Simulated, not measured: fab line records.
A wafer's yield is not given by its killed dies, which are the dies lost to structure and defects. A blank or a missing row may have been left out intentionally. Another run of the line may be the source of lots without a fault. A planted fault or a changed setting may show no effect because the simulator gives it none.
The tool behind it: which one? + flow n5 finfet + 24 lots, 72 wafers sampled, at 5 steps of a route of 1938

== WHAT EACH GAUGE READ, for each wafer ==
N5_BEOL_M6_OCD_MEAS_38.
| lot  | measured     | on     | trench depth nm (nm) |
|------|--------------|--------|----------------------|
| L074 | day 8 12:59  | ocd-01 | 93.4 94.4 93.3       |
| L077 | day 9 09:10  | ocd-02 | 93.7 94.0 92.6       |
| L076 | day 9 10:47  | ocd-01 | 92.9 94.6 96.0       |
| L075 | day 9 18:48  | ocd-02 | 95.2 93.9 94.9       |
| L078 | day 10 03:21 | ocd-01 | 91.9 97.4 93.2       |
| L079 | day 11 03:43 | ocd-02 | 93.4 91.5 96.2       |
| L080 | day 11 03:19 | ocd-01 | 96.6 93.8 90.5       |
| L082 | day 11 03:50 | ocd-02 | 96.6 93.7 97.0       |
| L081 | day 11 08:01 | ocd-02 | 94.3 93.4 93.9       |
| L083 | day 11 10:36 | ocd-02 | 94.2 96.6 96.5       |
| L084 | day 12 10:11 | ocd-02 | 94.3 92.6 89.3       |
| L085 | day 12 06:23 | ocd-01 | 94.3 93.0 93.7       |
| L087 | day 12 11:53 | ocd-01 | 92.2 94.0 92.6       |
| L088 | day 12 15:10 | ocd-02 | 94.0 93.3 90.4       |
| L089 | day 12 16:36 | ocd-02 | 93.0 93.0 93.1       |
| L086 | day 12 16:53 | ocd-02 | 95.6 92.7 92.6       |
| L090 | day 13 05:10 | ocd-02 | 94.2 92.6 93.6       |
| L091 | day 13 12:58 | ocd-02 | 92.2 92.2 92.1       |
| L092 | day 13 20:18 | ocd-01 | 93.2 96.5 92.5       |
| L093 | day 14 03:55 | ocd-01 | 96.4 91.9 92.1       |
| L095 | day 15 02:54 | ocd-01 | 92.3 92.0 95.5       |
| L094 | day 15 04:45 | ocd-02 | 93.4 92.6 92.1       |
| L096 | day 15 05:57 | ocd-02 | 94.5 92.6 97.9       |
| L097 | day 16 04:47 | ocd-01 | 93.5 94.2 93.5       |

N5_BEOL_M6_CD_MEAS_35: target cd 40 nm, target cd y 28 nm.
| lot  | measured     | on        | cd nm (nm)     |
|------|--------------|-----------|----------------|
| L074 | day 8 13:08  | cd sem-01 | 40.4 41.2 40.4 |
| L077 | day 9 09:22  | cd sem-01 | 40.1 41.2 40.1 |
| L076 | day 9 10:56  | cd sem-03 | 40.0 39.6 41.1 |
| L075 | day 9 18:58  | cd sem-02 | 40.2 39.7 39.7 |
| L078 | day 10 03:30 | cd sem-02 | 40.2 39.9 39.4 |
| L079 | day 11 03:52 | cd sem-03 | 40.3 39.3 39.9 |
| L080 | day 11 03:28 | cd sem-02 | 40.5 41.1 39.7 |
| L082 | day 11 03:59 | cd sem-03 | 39.5 39.7 39.8 |
| L081 | day 11 08:11 | cd sem-01 | 40.1 39.7 39.9 |
| L083 | day 11 10:45 | cd sem-03 | 40.9 40.6 40.4 |
| L084 | day 12 10:20 | cd sem-03 | 40.1 39.4 41.3 |
| L085 | day 12 06:32 | cd sem-03 | 39.8 40.1 39.9 |
| L087 | day 12 12:03 | cd sem-02 | 38.8 40.5 40.3 |
| L088 | day 12 15:19 | cd sem-01 | 40.7 40.3 40.3 |
| L089 | day 12 16:45 | cd sem-01 | 41.3 41.0 40.5 |
| L086 | day 12 17:03 | cd sem-01 | 40.3 40.4 40.0 |
| L090 | day 13 05:19 | cd sem-01 | 40.3 40.4 39.9 |
| L091 | day 13 13:07 | cd sem-01 | 39.9 40.1 40.3 |
| L092 | day 13 20:28 | cd sem-02 | 39.9 41.2 41.1 |
| L093 | day 14 04:04 | cd sem-02 | 41.7 40.8 40.5 |
| L095 | day 15 03:04 | cd sem-02 | 39.9 39.7 39.6 |
| L094 | day 15 04:54 | cd sem-02 | 39.3 40.0 39.9 |
| L096 | day 15 06:06 | cd sem-03 | 41.2 40.8 41.0 |
| L097 | day 16 04:56 | cd sem-02 | 41.1 40.2 40.0 |

== TOOL THAT RAN EACH LOT (tool first, then ch and the chambers of the sampled wafers, then the start) ==
| lot  | N5_BEOL_M5_SPUTTER_88        | N5_BEOL_M6_ETCH_61                 | N5_BEOL_M6_ETCH_66                 |
|------|------------------------------|------------------------------------|------------------------------------|
| L074 | pvd sputter-03, day 8 04:15  | rie diel-01 ch 1,2, day 8 09:07    | rie diel-06 ch 2,3, day 8 12:38    |
| L077 | pvd sputter-03, day 8 21:28  | rie diel-02 ch 0,1,3, day 9 05:44  | rie diel-06 ch 0,2,3, day 9 08:49  |
| L076 | pvd sputter-01, day 9 03:54  | rie diel-02 ch 0,2,3, day 9 07:25  | rie diel-01 ch 0,1,2, day 9 10:26  |
| L075 | pvd sputter-02, day 9 12:01  | rie diel-02 ch 1,2,3, day 9 17:31  | rie diel-01 ch 0,1,2, day 9 18:27  |
| L078 | pvd sputter-01, day 9 17:08  | rie diel-02 ch 0,2,3, day 10 00:20 | rie diel-06 ch 0,1,3, day 10 03:00 |
| L079 | pvd sputter-03, day 10 17:14 | rie diel-02 ch 0,1, day 10 23:13   | rie diel-06 ch 1,2,3, day 11 03:22 |
| L080 | pvd sputter-02, day 10 17:17 | rie diel-06 ch 0,1,3, day 10 23:24 | rie diel-06 ch 0,1,3, day 11 02:58 |
| L082 | pvd sputter-01, day 10 20:30 | rie diel-01 ch 0,1,3, day 11 00:29 | rie diel-01 ch 0,3, day 11 03:29   |
| L081 | pvd sputter-03, day 10 22:52 | rie diel-01 ch 0,1, day 11 04:32   | rie diel-02 ch 1,2, day 11 07:40   |
| L083 | pvd sputter-02, day 11 03:35 | rie diel-06 ch 0,1,3, day 11 08:15 | rie diel-01 ch 1,3, day 11 10:15   |
| L084 | pvd sputter-03, day 11 22:53 | rie diel-01 ch 0,3, day 12 06:01   | rie diel-06 ch 0,1,3, day 12 09:50 |
| L085 | pvd sputter-02, day 11 23:10 | rie diel-02 ch 0,3, day 12 04:44   | rie diel-02 ch 2,3, day 12 06:02   |
| L087 | pvd sputter-01, day 12 04:20 | rie diel-01 ch 0,3, day 12 10:17   | rie diel-02 ch 2,3, day 12 11:32   |
| L088 | pvd sputter-03, day 12 04:50 | rie diel-06 ch 0,2,3, day 12 10:35 | rie diel-06 ch 0,2,3, day 12 14:49 |
| L089 | pvd sputter-03, day 12 10:09 | rie diel-01 ch 1,2,3, day 12 15:11 | rie diel-02 ch 2,3, day 12 16:15   |
| L086 | pvd sputter-02, day 12 10:10 | rie diel-06 ch 0,2,3, day 12 15:34 | rie diel-06 ch 1,2,3, day 12 16:32 |
| L090 | pvd sputter-01, day 12 18:07 | rie diel-01 ch 0,1,3, day 12 23:51 | rie diel-02 ch 1,2, day 13 04:49   |
| L091 | pvd sputter-02, day 13 03:44 | rie diel-06 ch 0,2,3, day 13 09:46 | rie diel-02 ch 0,2,3, day 13 12:37 |
| L092 | pvd sputter-01, day 13 13:07 | rie diel-01 ch 1,2,3, day 13 18:08 | rie diel-01 ch 0,1,3, day 13 19:57 |
| L093 | pvd sputter-01, day 13 19:22 | rie diel-06 ch 0,1,3, day 13 22:56 | rie diel-01 ch 0,2,3, day 14 03:34 |
| L095 | pvd sputter-01, day 14 16:41 | rie diel-02 ch 0,1,3, day 14 22:13 | rie diel-06 ch 1,3, day 15 02:34   |
| L094 | pvd sputter-03, day 14 20:42 | rie diel-06 ch 1,2,3, day 15 03:17 | rie diel-02 ch 0,1,3, day 15 04:24 |
| L096 | pvd sputter-01, day 14 22:01 | rie diel-02 ch 0,1, day 15 03:28   | rie diel-01 ch 0,1,3, day 15 05:36 |
| L097 | pvd sputter-03, day 15 22:10 | rie diel-01 ch 0,1,2, day 16 02:54 | rie diel-02 ch 0,1,3, day 16 04:26 |
- N5_BEOL_M5_SPUTTER_88: material Cu, target thk 15 nm, time 27.62 s.
- N5_BEOL_M6_ETCH_61: etches SiARC in CF4, target depth 45.5 nm, time 75.8 s.
- N5_BEOL_M6_ETCH_66: etches SOC in N2/H2, target depth 80 nm, overetch 16 nm, time 120 s.

== AS READ BY THE TOOLS THEMSELVES (means over the sampled wafers that have a number; for cases with no such wafer, the mark the record gives instead) ==
N5_BEOL_M5_SPUTTER_88.
| lot  | tool           | chuck gas flow sccm (sccm) | throttle valve pct (%) |
|------|----------------|----------------------------|------------------------|
| L074 | pvd sputter-03 | 1.25                       | 29.7                   |
| L077 | pvd sputter-03 | 1.24                       | 29.1                   |
| L076 | pvd sputter-01 | 1.28                       | 29.1                   |
| L075 | pvd sputter-02 | 1.27                       | 30.2                   |
| L078 | pvd sputter-01 | 1.20                       | 29.1                   |
| L079 | pvd sputter-03 | 1.31                       | 28.8                   |
| L080 | pvd sputter-02 | 1.24                       | 30.2                   |
| L082 | pvd sputter-01 | 1.22                       | 30.0                   |
| L081 | pvd sputter-03 | 1.29                       | 28.8                   |
| L083 | pvd sputter-02 | 1.24                       | 29.7                   |
| L084 | pvd sputter-03 | 1.23                       | 30.6                   |
| L085 | pvd sputter-02 | 1.27                       | 29.5                   |
| L087 | pvd sputter-01 | 1.18                       | 29.0                   |
| L088 | pvd sputter-03 | 1.27                       | 29.8                   |
| L089 | pvd sputter-03 | 1.27                       | 28.7                   |
| L086 | pvd sputter-02 | 1.23                       | 29.6                   |
| L090 | pvd sputter-01 | 1.26                       | 29.0                   |
| L091 | pvd sputter-02 | 1.21                       | 31.0                   |
| L092 | pvd sputter-01 | 1.23                       | 29.0                   |
| L093 | pvd sputter-01 | 1.24                       | 29.1                   |
| L095 | pvd sputter-01 | 1.22                       | 29.0                   |
| L094 | pvd sputter-03 | 1.28                       | 29.9                   |
| L096 | pvd sputter-01 | 1.29                       | 29.0                   |
| L097 | pvd sputter-03 | 1.27                       | 28.4                   |

N5_BEOL_M6_ETCH_61.
| lot  | tool        | cf4 flow sccm (sccm) | drypump motor current A (A) | etch rf on time s (s) | oes product au (a.u.) | rf vpp V (V) | showerhead plenum p Torr (Torr) | throttle valve pct (%) |
|------|-------------|----------------------|-----------------------------|-----------------------|-----------------------|--------------|---------------------------------|------------------------|
| L074 | rie diel-01 | 99.91                | 5.6                         | 74.5                  | 0.72                  | 184.5        | 2.17                            | 15.64                  |
| L077 | rie diel-02 | 99.96                | 5.5                         | 76.4                  | 0.64                  | 184.0        | 2.14                            | 15.74                  |
| L076 | rie diel-02 | 100.00               | 5.5                         | 76.8                  | 0.62                  | 183.8        | 2.11                            | 15.92                  |
| L075 | rie diel-02 | 99.98                | 5.2                         | 77.1                  | 0.62                  | 184.3        | 2.14                            | 15.95                  |
| L078 | rie diel-02 | 99.84                | 5.5                         | 76.4                  | 0.62                  | 183.0        | 2.11                            | 15.91                  |
| L079 | rie diel-02 | 100.21               | 5.8                         | 76.1                  | 0.64                  | 183.2        | 2.08                            | 15.63                  |
| L080 | rie diel-06 | 100.16               | 5.4                         | 76.0                  | 0.68                  | 183.7        | 2.13                            | 15.79                  |
| L082 | rie diel-01 | 99.99                | 5.7                         | 74.8                  | 0.68                  | 184.9        | 2.15                            | 15.70                  |
| L081 | rie diel-01 | 99.99                | 5.8                         | 76.6                  | 0.72                  | 184.8        | 2.17                            | 15.59                  |
| L083 | rie diel-06 | 99.94                | 5.4                         | 76.2                  | 0.67                  | 184.0        | 2.12                            | 15.78                  |
| L084 | rie diel-01 | 99.92                | 5.7                         | 76.5                  | 0.66                  | 184.7        | 2.14                            | 15.76                  |
| L085 | rie diel-02 | 100.22               | 5.8                         | 76.2                  | 0.63                  | 183.6        | 2.10                            | 15.77                  |
| L087 | rie diel-01 | 99.61                | 5.7                         | 75.2                  | 0.65                  | 184.1        | 2.14                            | 15.75                  |
| L088 | rie diel-06 | 99.92                | 5.4                         | 76.1                  | 0.59                  | 183.6        | 2.15                            | 15.93                  |
| L089 | rie diel-01 | 99.80                | 5.7                         | 73.8                  | 0.67                  | 183.9        | 2.15                            | 15.75                  |
| L086 | rie diel-06 | 99.71                | 5.4                         | 76.6                  | 0.59                  | 183.9        | 2.15                            | 15.93                  |
| L090 | rie diel-01 | 99.94                | 5.7                         | 75.4                  | 0.67                  | 184.3        | 2.14                            | 15.73                  |
| L091 | rie diel-06 | 100.22               | 5.4                         | 76.4                  | 0.59                  | 183.6        | 2.15                            | 15.94                  |
| L092 | rie diel-01 | 99.81                | 5.7                         | 75.8                  | 0.65                  | 184.5        | 2.14                            | 15.76                  |
| L093 | rie diel-06 | 100.21               | 5.4                         | 75.5                  | 0.65                  | 183.5        | 2.12                            | 15.83                  |
| L095 | rie diel-02 | 99.89                | 5.5                         | 76.8                  | 0.60                  | 184.0        | 2.12                            | 15.85                  |
| L094 | rie diel-06 | 100.11               | 5.4                         | 76.5                  | 0.64                  | 183.7        | 2.11                            | 15.77                  |
| L096 | rie diel-02 | 100.01               | 5.5                         | 76.6                  | 0.61                  | 183.8        | 2.10                            | 15.72                  |
| L097 | rie diel-01 | 99.89                | 5.7                         | 75.7                  | 0.66                  | 184.2        | 2.15                            | 15.74                  |

N5_BEOL_M6_ETCH_66.
| lot  | tool        | drypump motor current A (A) | oes product au (a.u.) | rf vpp V (V) | showerhead plenum p Torr (Torr) | throttle valve pct (%) |
|------|-------------|-----------------------------|-----------------------|--------------|---------------------------------|------------------------|
| L074 | rie diel-06 | 5.6                         | 0.56                  | 522.5        | 2.51                            | 18.01                  |
| L077 | rie diel-06 | 5.4                         | 0.55                  | 524.3        | 2.56                            | 18.03                  |
| L076 | rie diel-01 | 5.7                         | 0.64                  | 524.4        | 2.57                            | 17.83                  |
| L075 | rie diel-01 | 5.7                         | 0.64                  | 524.6        | 2.57                            | 17.83                  |
| L078 | rie diel-06 | 5.4                         | 0.62                  | 522.8        | 2.51                            | 17.93                  |
| L079 | rie diel-06 | 5.4                         | 0.60                  | 523.4        | 2.51                            | 17.89                  |
| L080 | rie diel-06 | 5.4                         | 0.60                  | 522.4        | 2.51                            | 17.94                  |
| L082 | rie diel-01 | 5.7                         | 0.57                  | 523.4        | 2.53                            | 17.98                  |
| L081 | rie diel-02 | 5.3                         | 0.55                  | 521.1        | 2.44                            | 18.15                  |
| L083 | rie diel-01 | 5.7                         | 0.58                  | 524.6        | 2.53                            | 17.89                  |
| L084 | rie diel-06 | 5.4                         | 0.60                  | 522.4        | 2.50                            | 17.96                  |
| L085 | rie diel-02 | 5.2                         | 0.54                  | 524.5        | 2.56                            | 18.39                  |
| L087 | rie diel-02 | 5.2                         | 0.54                  | 522.3        | 2.47                            | 18.35                  |
| L088 | rie diel-06 | 5.4                         | 0.54                  | 524.5        | 2.55                            | 18.06                  |
| L089 | rie diel-02 | 5.2                         | 0.54                  | 521.8        | 2.47                            | 18.35                  |
| L086 | rie diel-06 | 5.4                         | 0.60                  | 523.5        | 2.51                            | 17.91                  |
| L090 | rie diel-02 | 5.3                         | 0.54                  | 521.6        | 2.44                            | 18.17                  |
| L091 | rie diel-02 | 5.5                         | 0.55                  | 521.7        | 2.48                            | 18.20                  |
| L092 | rie diel-01 | 5.7                         | 0.59                  | 524.1        | 2.54                            | 17.88                  |
| L093 | rie diel-01 | 5.7                         | 0.58                  | 523.4        | 2.54                            | 18.05                  |
| L095 | rie diel-06 | 5.7                         | 0.58                  | 519.8        | 2.44                            | 17.99                  |
| L094 | rie diel-02 | 5.5                         | 0.55                  | 522.2        | 2.52                            | 18.08                  |
| L096 | rie diel-01 | 5.7                         | 0.59                  | 524.6        | 2.53                            | 17.91                  |
| L097 | rie diel-02 | 5.5                         | 0.54                  | 522.8        | 2.52                            | 18.10                  |

== THE ANSWER, worked out from the rows above alone ==
Rule: usual is defined by the lots themselves. The widest of any qualifying gaps counts: lots, ordered by their means at a reading, are off when they make up no more than a third of the lots, leave a main group of 4 or more, and stand apart from it by 3 or more times the standard deviation of that group's means. A main group is skipped when, at the precision printed for the reading in the tables above, its means are all equal. A lot without any number at a reading at which 4 lots or more have one is off too. All remaining lots with rows at the step are treated as sound. The gauges are gone through in route order, then the tools' own readings, and for those a lot's mean is taken as printed above. The first step at which some lot is off is used, and at that step the reading that is off furthest; a lot without a number counts as furthest.
No lot is off at any reading shown: from this, nothing can be told.

== WHAT THE SIMULATOR PUT IN ==
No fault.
